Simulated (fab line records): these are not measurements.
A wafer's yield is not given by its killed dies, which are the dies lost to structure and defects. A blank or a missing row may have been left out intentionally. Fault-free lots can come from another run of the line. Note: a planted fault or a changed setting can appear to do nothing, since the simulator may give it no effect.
Chamber matching / flow n5-finfet / N5_DUMMY_GATE_ETCH_44 on rie-si-01 has 4 sister chambers
The step etches poly-Si in HBr/O2, stops on SiO2, target depth 127.5 nm. 8 wafers are shown with their chamber, then 8 later ones without.

WAFERS, EACH WITH ITS CHAMBER
wafer=L074.1; chamber=1; throttle-valve-pct (%)=18.57; drypump-motor-current-A (A)=5.3
wafer=L079.1; chamber=0; throttle-valve-pct (%)=19.06; drypump-motor-current-A (A)=4.8
wafer=L080.4; chamber=3; throttle-valve-pct (%)=18.39; drypump-motor-current-A (A)=5.3
wafer=L080.5; chamber=3; throttle-valve-pct (%)=18.41; drypump-motor-current-A (A)=5.3
wafer=L085.2; chamber=2; throttle-valve-pct (%)=18.38; drypump-motor-current-A (A)=4.8
wafer=L085.3; chamber=0; throttle-valve-pct (%)=19.06; drypump-motor-current-A (A)=4.9
wafer=L085.4; chamber=1; throttle-valve-pct (%)=18.58; drypump-motor-current-A (A)=5.3
wafer=L086.1; chamber=2; throttle-valve-pct (%)=18.39; drypump-motor-current-A (A)=4.8

WAFERS WHOSE CHAMBER IS MISSING
wafer=L086.3; throttle-valve-pct (%)=19.07; drypump-motor-current-A (A)=4.8
wafer=L086.4; throttle-valve-pct (%)=18.60; drypump-motor-current-A (A)=5.3
wafer=L096.1; throttle-valve-pct (%)=19.08; drypump-motor-current-A (A)=4.8
wafer=L096.2; throttle-valve-pct (%)=18.40; drypump-motor-current-A (A)=5.2
wafer=L096.3; throttle-valve-pct (%)=18.60; drypump-motor-current-A (A)=5.3
wafer=L096.4; throttle-valve-pct (%)=18.58; drypump-motor-current-A (A)=5.3
wafer=L096.5; throttle-valve-pct (%)=18.39; drypump-motor-current-A (A)=5.2
wafer=L096.6; throttle-valve-pct (%)=19.07; drypump-motor-current-A (A)=4.9

CHAMBER TAKEN BY EACH
wafer=L086.3; from the rows above=0; in truth=0
wafer=L086.4; from the rows above=1; in truth=1
wafer=L096.1; from the rows above=0; in truth=0
wafer=L096.2; from the rows above=3; in truth=3
wafer=L096.3; from the rows above=1; in truth=1
wafer=L096.4; from the rows above=1; in truth=1
wafer=L096.5; from the rows above=3; in truth=3
wafer=L096.6; from the rows above=0; in truth=0
8 of 8 placed correctly. Can't be placed from these rows: 0. 0 placed wrongly.
How it was worked out, from the rows above alone: a wafer's distance from a chamber is the root of the sum, over the readings, of the square of ((its reading less the chamber's mean) divided by the reading's scatter). If the next closest chamber is less than 2 further off than the closest, the wafer can't be placed; otherwise it belongs to the closest. A chamber's mean is the mean of its shown wafers. How the scatter is found: for the shown wafers, subtract from each reading the mean of its chamber, square and add these, divide the total by (wafers less chambers), then take the root.
